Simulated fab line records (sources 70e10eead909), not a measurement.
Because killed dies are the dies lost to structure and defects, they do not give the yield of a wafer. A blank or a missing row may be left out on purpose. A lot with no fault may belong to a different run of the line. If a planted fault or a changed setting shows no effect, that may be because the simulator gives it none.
Matching of chambers -- flow nandHarc -- 3 sister chambers for NHARC_A_CONTACT_DEP_24 on pecvd-02
The step deposits SiO2, target thk 500 nm. 3 wafers are shown with their chamber, then 8 later ones without.

== EACH WAFER AND ITS CHAMBER ==
wafer,chamber,showerheadVppV (V)
L522.5,0,1701
L526.6,1,1874
L524.1,2,1720

== WAFERS WITH NO CHAMBER GIVEN ==
wafer,showerheadVppV (V)
L524.2,1844
L524.4,1710
L529.2,1698
L529.3,1844
L529.5,1736
L528.3,1708
L528.4,1867
L528.6,1704

== THE CHAMBER EACH PASSED THROUGH ==
wafer,from the rows above,in truth
L524.2,1,1
L524.4,can't be placed: 0 or 2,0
L529.2,can't be placed: 0 or 2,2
L529.3,1,1
L529.5,can't be placed: 2 or 0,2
L528.3,can't be placed: 0 or 2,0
L528.4,1,1
L528.6,can't be placed: 0 or 2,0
Correct placement for 3 of the 8. These rows do not allow placing 5 (true chamber among the candidates in 5). 0 placed wrongly.
How it was worked out, from the rows above alone: a wafer's distance from a chamber is the root of the sum, over the readings, of the square of ((its reading less the chamber's mean) divided by the reading's scatter). If the next closest chamber is less than 2 further off than the closest, the wafer can't be placed; otherwise it belongs to the closest. The mean given for a chamber averages the wafers shown for that chamber. The scatter: with one shown wafer a chamber, the root of the mean of the squares of how far each hidden wafer lies from its nearest shown one.
